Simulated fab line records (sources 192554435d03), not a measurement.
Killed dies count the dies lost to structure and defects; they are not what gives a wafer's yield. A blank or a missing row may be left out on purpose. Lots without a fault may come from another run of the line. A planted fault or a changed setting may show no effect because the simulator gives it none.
fab line records	flow n5_finfet
record: lots: 4	wafers: 12	last_day: 18
route steps=1938 shown BEOL_M4@1099 BEOL_M5@1112 BEOL_M8@1389 PASSIVATION@1936
lots untouched by any fault: they come from a run of this same line in which no faults occurred
start_h: hours from the record's first day to the start of the lot's first wafer shown	wait_h: hours since the lot's step before	" identical to the entry in the row above	L1.1+2: one row covering several wafers at once	- no value, or no start given	* or withheld: withheld	< > ~ a bound
route shown NAME@n: NAME is a module with steps in the file, n the number in the route of the first one	usual: mean/standard deviation taken from wafers without a fault	same: alike in all rows	chamber/n: place in a boat	sites: each site's reading	_std_site: the values' standard deviation	_edge_site: the outer-site mean with the inner-site mean subtracted	radius_mm: for every site, how far away it sits from the centre of the wafer	mask NAME#n: copy n	behind: the last tool/chamber to shape the wafer	hold: what put the lot on hold/how long, in hours/how the hold closed	device: which transistor (n, p or np) failed to switch	end of line: the route-end tests of the same wafers	where a step has no rows: the recipe by itself	killed: dies that structure and defects cost at the first sort, which is not the same as the wafer's yield	map: the dies of a wafer, with x for killed, . for not killed, _ for no die there
set.NAME: the setting that was run; set.NAME@STEP: the one run at that earlier step	model.NAME: the simulator's own value behind a step, which no gauge read
a table for each step, a row for each wafer; lots at some steps of the route
services: from which hour (start_h, from the record's first day; less than 0 if before it) a tool's chamber was out of use, for how many hours, and why
== steps ==
step: N5_BEOL_M4_ANNEAL_95
recipe: temp_c: 400	time_s: 240	ambient: vacuum
step: N5_BEOL_M4_SPUTTER_96
recipe: material: Cu	target_thk_a: 45	temp_c: -20	chamber_pressure_pa: 0.07	power_w: withheld	time_s: 8.29
step: N5_BEOL_M4_ECD_50
recipe: material: Cu	target_thk_a: 3000
step: N5_BEOL_M4_ANNEAL_51
recipe: temp_c: 225	time_s: 90	ambient: N2
step: N5_BEOL_M4_CMP_52
recipe: stop_on: SiOC	t_overpolish_s: 6.8	down_force_psi: 1	platen_rpm: 50	clearing_platen_down_force_psi: 1.5	clearing_platen_rpm: 50	post_cmp_clean: cu_alkaline	target_thk_nm: 40	clearing_platen_pad_velocity_m_s: 0.99484	pad_velocity_m_s: 0.99484
step: N5_BEOL_M4_PRE_CLEAN_60
recipe: gas: NH3/H2	time_s: 15	temp_c: *	rf_power_w: 300
step: N5_BEOL_M4_CO_CAP_55
recipe: material: Co	target_thk_a: 20	temp_c: 200	precursor: CCTBA/H2	pressure_torr: 30	time_s: 102.1
step: N5_BEOL_M4_PRE_CLEAN_56
recipe: gas: NH3	time_s: 15	temp_c: withheld	rf_power_w: 300
step: N5_BEOL_M4_DEP_57
recipe: material: SiCN	target_thk_a: 80	temp_c: withheld	precursor: 3MS/NH3	pressure_torr: 3	rf_w: 202	time_s: 14
step: N5_BEOL_M4_RC_MEAS_101
usual: DIBL_N: 35.1/1.6	DIBL_P: 34.9/1.8	IOFF_N: 0.143/0.026	IOFF_P: 0.21/0.037	ION_N: 671/11	ION_P: 463/7.8	SS_N: 71.2/0.58	SS_P: 73.0/0.54	VT_N: 251/3	VT_P: -250/4.1
lot.wafer	tool	chamber	start_h	wait_h	DIBL_N[mV/V]	DIBL_P[mV/V]	IOFF_N[nA/um]	IOFF_P[nA/um]	ION_N[uA/um]	ION_P[uA/um]	SS_N[mV/dec]	SS_P[mV/dec]	VT_N[mV]	VT_P[mV]
L346.2	prober-01	0	246.44	0.2	35.9	35.2	0.157	0.22	681	470	71.5	73.1	248	-247
L346.3	"	0	"	"	35.5	35.7	0.158	0.22	680	469	70.7	73.0	248	-250
L346.5	"	0	"	"	34.0	33.5	0.136	0.18	678	462	70.5	72.5	251	-249
L345.1	prober-02	0	248.35	0.0	36.0	35.9	0.159	0.22	675	464	71.9	72.9	251	-250
L345.4	"	0	"	"	36.1	35.9	0.161	0.22	676	470	71.7	73.7	249	-250
L345.6	"	0	"	"	34.4	34.1	0.135	0.19	672	458	70.9	72.9	251	-255
L350.1	prober-01	0	280.61	0.0	36.9	36.7	0.174	0.25	670	459	71.6	73.6	249	-246
L350.3	"	0	"	"	38.4	36.5	0.190	0.23	670	458	72.7	73.3	248	-250
L350.4	"	0	"	"	36.3	35.9	0.160	0.22	676	472	71.8	72.9	249	-248
L354.1	prober-01	0	310.60	0.0	37.2	38.4	0.192	0.27	683	470	71.5	73.4	247	-244
L354.2	"	0	"	"	35.0	35.0	0.152	0.20	672	461	72.2	72.6	248	-249
L354.3	"	0	"	"	36.9	38.3	0.204	0.27	705	481	71.3	74.1	243	-244
step: N5_BEOL_M5_ILD_DEP_00
recipe: material: SiCOH_lowk	target_thk_a: 1406.4	temp_c: 300	precursor: DEMS/porogen	pressure_torr: 5	rf_w: 500	time_s: 25.9
step: N5_BEOL_M5_CURE_79
recipe: temp_c: 385	time_s: 240	ambient: He/Ar	material: SiCOH_lowk
step: N5_BEOL_M5_PECVD_70
recipe: material: SiO2	target_thk_a: 160	temp_c: 400	precursor: TEOS/O2	pressure_torr: 5.5	rf_w: 450	teos_flow_sccm: 53.8	gas: O2	flow_sccm: 3000	time_s: 18
step: N5_BEOL_M5_HM_DEP_02
recipe: material: TiN	target_thk_a: 200	temp_c: 25	chamber_pressure_pa: 0.49996
step: N5_BEOL_M5_COAT_59
recipe: resist: SOC	temp_c: 250	time_s: 60	spin_rpm: 1500	resist_thk_nm: 60
step: N5_BEOL_M5_COAT_60
recipe: resist: SiARC	temp_c: 220	time_s: 60	spin_rpm: 1500	resist_thk_nm: 12
step: N5_BEOL_M5_COAT_71
recipe: resist: underlayer	temp_c: 205	time_s: 60	spin_rpm: 1500	resist_thk_nm: 5
step: N5_BEOL_M5_COAT_05
recipe: resist: CAR-EUV	spin_rpm: 1500	resist_thk_nm: 30
step: N5_BEOL_M5_EBR_07
recipe: solvent: PGMEA	ebr_width_mm: 1.5
step: N5_BEOL_M5_SOFTBAKE_06
recipe: temp_c: 110	time_s: 60	resist: CAR-EUV
step: N5_BEOL_M5_EXPOSE_08
recipe: mask_id: M5	na: 0.33	source_shape: annular	sigma_inner: 0.4	sigma_outer: 0.8	polarization: unpolarized	target_cd_nm: 28	dose_mj: 35.75
step: N5_BEOL_M5_PEB_09
recipe: peb_temp_c: 100	peb_time_s: 60	resist: CAR-EUV
step: N5_BEOL_M5_DEVELOP_10
recipe: develop_time_s: 30	developer: TMAH	resist: CAR-EUV	rinse_liquid: surfactant_rinse	dry: air_spin	dev_temp_c: 23
step: N5_BEOL_M5_DESCUM_16
recipe: chemistry: O2	time_s: 7	source_power_w: 50	bias_power_w: 20	pressure_mtorr: 20	rf_frequency_hz: 2.712e+07	temp_c: 40	resist: CAR-EUV	o2_flow_sccm: 225
step: N5_BEOL_M5_ETCH_72
recipe: chemistry: N2/H2	target: underlayer	target_depth_a: 65	mask_material: CAR-EUV	time_s: 5.2	ion_energy_ev: 200	pressure_mtorr: 30	source_w: 840	bias_w: 150	n2_flow_sccm: 200	h2_flow_sccm: 200	ends: cleared
step: N5_BEOL_M5_ETCH_61
recipe: chemistry: CF4	target: SiARC	target_depth_a: 156	mask_material: CAR-EUV	time_s: 26	ion_energy_ev: 80	pressure_mtorr: 40	source_w: 545	bias_w: 36	Ar_flow_sccm: 100	cf4_flow_sccm: 100	ends: cleared
step: N5_BEOL_M5_ETCH_62
recipe: chemistry: N2/H2	target: SOC	target_depth_a: 750	overetch_a: 150	mask_material: SiARC	temp_c: 40	time_s: 112.5	ion_energy_ev: 200	pressure_mtorr: 30	source_w: 840	bias_w: 150	n2_flow_sccm: 200	h2_flow_sccm: 200
step: N5_BEOL_M5_STRIP_63
recipe: chemistry: N2/H2	temp_c: 40	n2_flow_sccm: 200	h2_flow_sccm: 200	rf_frequency_hz: 6e+07
step: N5_BEOL_M5_STRIP_73
recipe: chemistry: N2/H2	temp_c: 40	n2_flow_sccm: 200	h2_flow_sccm: 200	rf_frequency_hz: 6e+07
step: N5_BEOL_M5_STRIP_64
recipe: chemistry: CF4	resist: SiARC	power_w: 300	bias_power_w: 75	pressure_mtorr: 50	cf4_flow_sccm: 150	rf_frequency_hz: 6e+07
step: N5_BEOL_M5_HM_OPEN_17
recipe: chemistry: Cl2/BCl3	target_depth_a: 200	overetch_a: 60	target: TiN	mask_material: SOC	ion_energy_ev: 150	pressure_mtorr: 10	icp_w: 1000	bias_w: 126	Cl2_flow_sccm: 53.25	bcl3_flow_sccm: 21.75	Ar_flow_sccm: 25
step: N5_BEOL_M5_STRIP_19
recipe: chemistry: O2	power_w: 400	temp_c: 40	pressure_mtorr: 30	rf_frequency_hz: 6e+07	bias_power_w: 0	overash_fraction: 0.2	o2_flow_sccm: 225
step: N5_BEOL_M5_COAT_65
recipe: resist: SOC	temp_c: 250	time_s: 60	spin_rpm: 1500	resist_thk_nm: 60
step: N5_BEOL_M5_COAT_66
recipe: resist: SiARC	temp_c: 220	time_s: 60	spin_rpm: 1500	resist_thk_nm: 12
step: N5_BEOL_M8_ALD_77
recipe: material: TaN	target_thk_a: 20	temp_c: 275	ald_precursor_family: PDMAT	ald_co_reactant: NH3	pressure_torr: 3	carrier_flow_sccm: 1500	pulse_time_s: 2	purge_time_s: 3	co_reactant_purge_time_s: 2	co_reactant_pulse_time_s: 3	ald_cycles: 40	precursor_vessel_temp_c: 75	precursor_vessel_pressure_torr: 26.25	precursor_vessel_carrier_sccm: 1000
usual: ald_cycles: 40/0	chamber_pressure_Torr: 3.000/0.0069	heater_power_w: 402/27
lot.wafer	tool	chamber	start_h	wait_h	ald_cycles	chamber_pressure_Torr	heater_power_w
L345.1	ald_metal-02	2	285.77	0.1	-	-	-
L345.4	"	1	"	"	-	-	-
L345.6	"	2	"	"	-	-	-
L346.2	ald_metal-04	2	286.07	0.0	-	-	-
L346.3	"	3	"	"	-	-	-
L346.5	"	3	"	"	-	-	-
L350.1	ald_metal-03	1	317.49	0.0	40	3.011	418
L350.3	"	2	"	"	40	3.010	378
L350.4	"	0	"	"	40	3.001	396
L354.1	ald_metal-02	3	358.11	0.3	40	2.995	373
L354.2	"	2	"	"	40	2.991	380
L354.3	"	0	"	"	40	3.001	411
step: N5_BEOL_M8_CMP_52
recipe: stop_on: SiCOH_lowk	t_overpolish_s: 6.9	down_force_psi: 1	platen_rpm: 50	clearing_platen_down_force_psi: 1.5	clearing_platen_rpm: 50	post_cmp_clean: cu_alkaline	target_thk_nm: 80	clearing_platen_pad_velocity_m_s: 0.99484	pad_velocity_m_s: 0.99484
usual: barrier_field_endpoint_s: 28.6/0.62	motor_current_A: 5.9/0.87	retaining_ring_pressure_frac: 0.999/0.0052
lot.wafer	tool	chamber	start_h	wait_h	barrier_field_endpoint_s	motor_current_A	retaining_ring_pressure_frac
L345.4	cmp-01	3	287.90	0.2	27.0	5.2	1.005
L345.1	"	0	"	"	25.5	5.3	0.995
L345.6	"	2	"	"	26.0	5.4	1.007
L346.3	cmp-04	3	288.68	0.2	25.2	6.4	0.997
L346.2	"	1	"	"	25.0	5.8	1.004
L346.5	"	0	"	"	24.9	4.7	1.010
L350.4	cmp-04	1	318.84	0.1	28.2	6.0	0.996
L350.3	"	2	"	"	27.5	5.8	0.994
L350.1	"	0	"	"	28.5	5.0	0.998
L354.2	cmp-03	0	360.39	0.2	28.8	7.5	0.996
L354.1	"	1	"	"	28.9	5.9	0.998
L354.3	"	2	"	"	29.0	6.4	1.006
step: N5_PASSIVATION_PROBE_49
usual: defect_limited_yield: 91.1/1.4	killed_at_M0_to_M3: 36/11	killed_at_M4_up: 14/5.2	killed_at_contacts: 12/6.1	killed_at_front_end: 40/12	killed_at_other: 3.2/2.5	killed_dies: 105/16	killed_on_rim: 14/4.4	killed_open: 68/12	killed_short: 35/8.7	sort_bin_4_leakage: 0/0	sort_bin_5_function: 5.2/0.89	sort_bin_6_memory: 3.3/0.66	sort_n_pass: 1074/16	sort_yield_pct: 91.1/1.4
same: gross_dies: 1180	killed_at_back_side: 0	sort_bin_8_speed[%]: 0
lot.wafer	tool	chamber	start_h	wait_h	defect_limited_yield[%]	killed_at_M0_to_M3	killed_at_M4_up	killed_at_contacts	killed_at_front_end	killed_at_other	killed_dies	killed_on_rim	killed_open	killed_short	sort_bin_4_leakage[%]	sort_bin_5_function[%]	sort_bin_6_memory[%]	sort_n_pass	sort_yield_pct[%]
L345.1	prober-01	-	355.23	0.0	0	30	1086	7	57	0	1180	152	75	23	91.02	4.5	3.9	0	0
L345.4	prober-01	-	355.38	0.2	0	31	1086	16	46	1	1180	152	71	28	91.19	4.9	3.4	0	0
L345.6	prober-01	-	355.48	0.3	0	25	1102	16	36	1	1180	152	57	27	92.71	3.7	3.4	0	0
L346.2	prober-02	-	362.53	0.1	0	38	1089	12	34	7	1180	152	74	28	91.10	5.0	3.6	0	0
L346.3	prober-02	-	362.58	0.1	0	49	1084	8	34	5	1180	152	57	44	91.36	5.1	3.1	0	0
L346.5	prober-02	-	362.68	0.2	0	35	1066	11	67	1	1180	152	77	49	89.15	5.8	4.5	0	0
L350.1	prober-01	-	384.40	0.0	90.1	41	9	9	55	3	117	18	79	37	0	5.8	3.8	1063	90.1
L350.3	prober-01	-	384.50	0.1	91.5	28	9	16	44	3	100	17	73	27	0	5.2	3.1	1080	91.5
L350.4	prober-01	-	384.55	0.2	90.9	42	8	13	41	3	107	9	65	39	0	5.3	3.0	1073	90.9
L354.1	prober-02	-	434.39	0.0	91.6	26	23	7	42	1	99	11	65	31	0	4.9	3.1	1081	91.6
L354.2	prober-02	-	434.44	0.1	90.5	30	17	9	54	2	112	15	73	34	0	5.8	3.5	1068	90.5
L354.3	prober-02	-	434.49	0.1	91.4	27	17	10	48	0	102	15	65	33	0	4.9	3.2	1078	91.4
killed by level:class
L345.1 BEOL_M8:area_ald=1072 FIN_SAQP:geometric_particle:open=16 BEOL_M1:geometric_particle:open=11 DUMMY_GATE:geometric_particle:open=9 MOL_CONTACT_COAG:geometric_particle:open=7 FIN_SAQP:geometric_particle:short=6 BEOL_M0:geometric_particle:open=6 STARTING-WAFER:geometric_particle:open=5
L345.4 BEOL_M8:area_ald=1074 MOL_CONTACT_COAG:geometric_particle:open=12 BEOL_M0:geometric_particle:open=11 DUMMY_GATE:geometric_particle:open=9 BEOL_M4:geometric_particle:open=7 FIN_SAQP:geometric_particle:open=6 BEOL_M2:geometric_particle:open=6 GATE_CUT:geometric_particle:short=5
L345.6 BEOL_M8:area_ald=1087 MOL_CONTACT_COAG:geometric_particle:open=12 FIN_SAQP:geometric_particle:short=7 BEOL_M1:geometric_particle:open=7 BEOL_M3:geometric_particle:open=7 M8:area_ald=7 FIN_SAQP:geometric_particle:open=4 DUMMY_GATE:geometric_particle:open=4
L346.2 BEOL_M8:area_ald=1071 BEOL_M2:geometric_particle:open=16 BEOL_M0_SAQP:geometric_particle:open=13 FIN_SAQP:geometric_particle:open=11 MOL_CONTACT_COAG:geometric_particle:open=11 BEOL_M0_SAQP:geometric_particle:short=6 STI_FIN_REVEAL:geometric_particle:open=5 STARTING-WAFER:geometric_particle:short=5
L346.3 BEOL_M8:area_ald=1076 BEOL_M0_SAQP:geometric_particle:short=15 BEOL_M0_SAQP:geometric_particle:open=12 BEOL_M2:geometric_particle:open=11 FIN_SAQP:geometric_particle:short=7 FIN_SAQP:geometric_particle:open=6 ILD0:geometric_particle:short=5 BEOL_M3:geometric_particle:open=5
L346.5 BEOL_M8:area_ald=1051 FIN_SAQP:geometric_particle:open=27 FIN_SAQP:geometric_particle:short=17 BEOL_M1:geometric_particle:open=9 MOL_CONTACT_COAG:geometric_particle:open=8 BEOL_M0_SAQP:geometric_particle:short=7 BEOL_M2:geometric_particle:open=6 ILD0:geometric_particle:short=5
L350.1 FIN_SAQP:geometric_particle:open=13 FIN_SAQP:geometric_particle:short=13 BEOL_M1:geometric_particle:open=11 MOL_CONTACT_COAG:geometric_particle:open=8 BEOL_M3:geometric_particle:open=8 BEOL_M0_SAQP:geometric_particle:short=7 STI_FIN_REVEAL:geometric_particle:open=6 BEOL_M2:geometric_particle:open=6
L350.3 FIN_SAQP:geometric_particle:open=15 FIN_SAQP:geometric_particle:short=14 MOL_CONTACT_COAG:geometric_particle:open=14 BEOL_M2:geometric_particle:open=10 BEOL_M1:geometric_particle:open=9 STI_FIN_REVEAL:geometric_particle:open=7 ILD0:geometric_particle:short=5 BEOL_M3:geometric_particle:open=4
L350.4 BEOL_M0_SAQP:geometric_particle:open=13 FIN_SAQP:geometric_particle:short=11 BEOL_M0_SAQP:geometric_particle:short=11 BEOL_M2:geometric_particle:open=10 FIN_SAQP:geometric_particle:open=8 MOL_CONTACT_COAG:geometric_particle:open=8 STI_FIN_REVEAL:geometric_particle:open=6 BEOL_M1:geometric_particle:open=4
L354.1 FIN_SAQP:geometric_particle:open=10 BEOL_M4:geometric_particle:open=8 BEOL_M0_SAQP:geometric_particle:open=8 BEOL_M3:geometric_particle:open=8 GATE_CUT:geometric_particle:short=7 DUMMY_GATE:geometric_particle:open=6 FIN_SAQP:geometric_particle:short=5 STI_FIN_REVEAL:geometric_particle:open=5
L354.2 DUMMY_GATE:geometric_particle:open=12 FIN_SAQP:geometric_particle:short=11 BEOL_M3:geometric_particle:open=9 MOL_CONTACT_COAG:geometric_particle:open=8 FIN_SAQP:geometric_particle:open=7 BEOL_M2:geometric_particle:open=6 BEOL_M0_SAQP:geometric_particle:short=5 BEOL_M1:geometric_particle:open=5
L354.3 MOL_CONTACT_COAG:geometric_particle:open=10 BEOL_M3:geometric_particle:open=10 FIN_SAQP:geometric_particle:short=9 GATE_CUT:geometric_particle:short=9 BEOL_M0_SAQP:geometric_particle:short=7 FIN_SAQP:geometric_particle:open=6 BEOL_M0_SAQP:geometric_particle:open=6 BEOL_M4:geometric_particle:open=6
map L345.1 (x killed, . not)
_________________xxxxxxxxxxxx________________
______________xxxxxxxxxxxxxxxxxx_____________
___________xxxxxxxxxxxxxxxxxxxxxxxx__________
__________xxxxxxxxxxxxxxxxxxxxxxxxxx_________
________xxxxxxxxxxxxxxxxxxxxxxxxxxxxxx_______
_______xxxxxxxxxxxxxxxxxxxxxxxxxxxxxxxx______
______xxxxxxxxxxxxxxxxxxxxxxxxxxxxxxxxxx_____
_____xxxxxxxxxxxxxxxxxxxxxxxxxxxxxxxxxxxx____
____xxxxxxxxxxxxxxxxxxxxxxxxxxxxxxxxxxxxxx___
___xxxxxxxxxxxxxxxxxxxxxxxxxxxxxxxxxxxxxxxx__
___xxxxxxxxxxxxxxxxxxxxxxxxxxxxxxxxxxxxxxxx__
__xxxxxxxxxxxxxxxxxxxxxxxxxxxxxxxxxxxxxxxxxx_
__xxxxxxxxxxxxxxxxxxxxxxxxxxxxxxxxxxxxxxxxxx_
_xxxxxxxxxxxxxxxxxxxxxxxxxxxxxxxxxxxxxxxxxxxx
_xxxxxxxxxxxxxxxxxxxxxxxxxxxxxxxxxxxxxxxxxxxx
_xxxxxxxxxxxxxxxxxxxxxxxxxxxxxxxxxxxxxxxxxxxx
_xxxxxxxxxxxxxxxxxxxxxxxxxxxxxxxxxxxxxxxxxxxx
_xxxxxxxxxxxxxxxxxxxxxxxxxxxxxxxxxxxxxxxxxxxx
_xxxxxxxxxxxxxxxxxxxxxxxxxxxxxxxxxxxxxxxxxxxx
_xxxxxxxxxxxxxxxxxxxxxxxxxxxxxxxxxxxxxxxxxxxx
_xxxxxxxxxxxxxxxxxxxxxxxxxxxxxxxxxxxxxxxxxxxx
__xxxxxxxxxxxxxxxxxxxxxxxxxxxxxxxxxxxxxxxxxx_
__xxxxxxxxxxxxxxxxxxxxxxxxxxxxxxxxxxxxxxxxxx_
___xxxxxxxxxxxxxxxxxxxxxxxxxxxxxxxxxxxxxxxx__
___xxxxxxxxxxxxxxxxxxxxxxxxxxxxxxxxxxxxxxxx__
____xxxxxxxxxxxxxxxxxxxxxxxxxxxxxxxxxxxxxx___
_____xxxxxxxxxxxxxxxxxxxxxxxxxxxxxxxxxxxx____
______xxxxxxxxxxxxxxxxxxxxxxxxxxxxxxxxxx_____
_______xxxxxxxxxxxxxxxxxxxxxxxxxxxxxxxx______
________xxxxxxxxxxxxxxxxxxxxxxxxxxxxxx_______
__________xxxxxxxxxxxxxxxxxxxxxxxxxx_________
___________xxxxxxxxxxxxxxxxxxxxxxxx__________
______________xxxxxxxxxxxxxxxxxx_____________
_________________xxxxxxxxxxxx________________
map L346.2 (x killed, . not)
_________________xxxxxxxxxxxx________________
______________xxxxxxxxxxxxxxxxxx_____________
___________xxxxxxxxxxxxxxxxxxxxxxxx__________
__________xxxxxxxxxxxxxxxxxxxxxxxxxx_________
________xxxxxxxxxxxxxxxxxxxxxxxxxxxxxx_______
_______xxxxxxxxxxxxxxxxxxxxxxxxxxxxxxxx______
______xxxxxxxxxxxxxxxxxxxxxxxxxxxxxxxxxx_____
_____xxxxxxxxxxxxxxxxxxxxxxxxxxxxxxxxxxxx____
____xxxxxxxxxxxxxxxxxxxxxxxxxxxxxxxxxxxxxx___
___xxxxxxxxxxxxxxxxxxxxxxxxxxxxxxxxxxxxxxxx__
___xxxxxxxxxxxxxxxxxxxxxxxxxxxxxxxxxxxxxxxx__
__xxxxxxxxxxxxxxxxxxxxxxxxxxxxxxxxxxxxxxxxxx_
__xxxxxxxxxxxxxxxxxxxxxxxxxxxxxxxxxxxxxxxxxx_
_xxxxxxxxxxxxxxxxxxxxxxxxxxxxxxxxxxxxxxxxxxxx
_xxxxxxxxxxxxxxxxxxxxxxxxxxxxxxxxxxxxxxxxxxxx
_xxxxxxxxxxxxxxxxxxxxxxxxxxxxxxxxxxxxxxxxxxxx
_xxxxxxxxxxxxxxxxxxxxxxxxxxxxxxxxxxxxxxxxxxxx
_xxxxxxxxxxxxxxxxxxxxxxxxxxxxxxxxxxxxxxxxxxxx
_xxxxxxxxxxxxxxxxxxxxxxxxxxxxxxxxxxxxxxxxxxxx
_xxxxxxxxxxxxxxxxxxxxxxxxxxxxxxxxxxxxxxxxxxxx
_xxxxxxxxxxxxxxxxxxxxxxxxxxxxxxxxxxxxxxxxxxxx
__xxxxxxxxxxxxxxxxxxxxxxxxxxxxxxxxxxxxxxxxxx_
__xxxxxxxxxxxxxxxxxxxxxxxxxxxxxxxxxxxxxxxxxx_
___xxxxxxxxxxxxxxxxxxxxxxxxxxxxxxxxxxxxxxxx__
___xxxxxxxxxxxxxxxxxxxxxxxxxxxxxxxxxxxxxxxx__
____xxxxxxxxxxxxxxxxxxxxxxxxxxxxxxxxxxxxxx___
_____xxxxxxxxxxxxxxxxxxxxxxxxxxxxxxxxxxxx____
______xxxxxxxxxxxxxxxxxxxxxxxxxxxxxxxxxx_____
_______xxxxxxxxxxxxxxxxxxxxxxxxxxxxxxxx______
________xxxxxxxxxxxxxxxxxxxxxxxxxxxxxx_______
__________xxxxxxxxxxxxxxxxxxxxxxxxxx_________
___________xxxxxxxxxxxxxxxxxxxxxxxx__________
______________xxxxxxxxxxxxxxxxxx_____________
_________________xxxxxxxxxxxx________________
== services ==
tool	chamber	start_h	hours	kind
ald_metal-03	1	267.26	1.5	repair
cmp-01	-	271.38	4.5	repair
ald_metal-04	-	277.25	0.8	repair
ald_metal-04	0	293.78	-	calibration
cmp-01	-	311.58	2.0	repair
cmp-04	-	313.29	1.4	repair
cmp-01	-	317.92	4.0	pm
cmp-01	-	321.92	-	consumable_replace:conditioner
cmp-01	-	321.92	-	consumable_replace:pad
cmp-01	-	325.08	1.0	repair
ald_metal-02	3	335.93	17.4	repair
ald_metal-04	-	337.25	14.0	pm
ald_metal-04	0	337.25	14.0	vent_cycle
ald_metal-04	1	337.25	14.0	vent_cycle
ald_metal-04	2	337.25	14.0	vent_cycle
ald_metal-04	3	337.25	14.0	vent_cycle
ald_metal-03	-	343.44	8.7	pm
ald_metal-04	0	351.25	-	clean
ald_metal-04	1	351.25	-	clean
ald_metal-04	2	351.25	-	clean
ald_metal-04	3	351.25	-	clean
== key ==
first_sign: step: N5_BEOL_M8_ALD_77	reading: tool_record	direction: missing
effect: step: N5_BEOL_M8_CMP_52	reading: barrier_field_endpoint_s	direction: down	sigmas: 4.8	usual: 28.6	struck: 25.6
effect: step: N5_PASSIVATION_PROBE_49	reading: sort_bin_4_leakage	direction: up	sigmas: 99+	usual: 0	struck: 91.09
more_kills_born_at: N5_BEOL_M8_ALD_77@ald_metal-02: 3244	N5_BEOL_M8_ALD_77@ald_metal-04: 3205
met_at N5_BEOL_M8_ALD_77
struck_wafers L345.1,L345.4,L345.6,L346.2,L346.3,L346.5
later_rows_left_out L345.1,L345.4,L345.6,L346.2,L346.3,L346.5
fault: kind: skipped_step_whole	tool: ald_metal-02,ald_metal-04	chamber: -	onset_h: 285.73	steps: N5_BEOL_M8_ALD_77	scope: struck_lots_only
later_rows_left_out: the simulator's readings of these wafers behind a module that went badly wrong aren't trusted and aren't shown, but for the sort
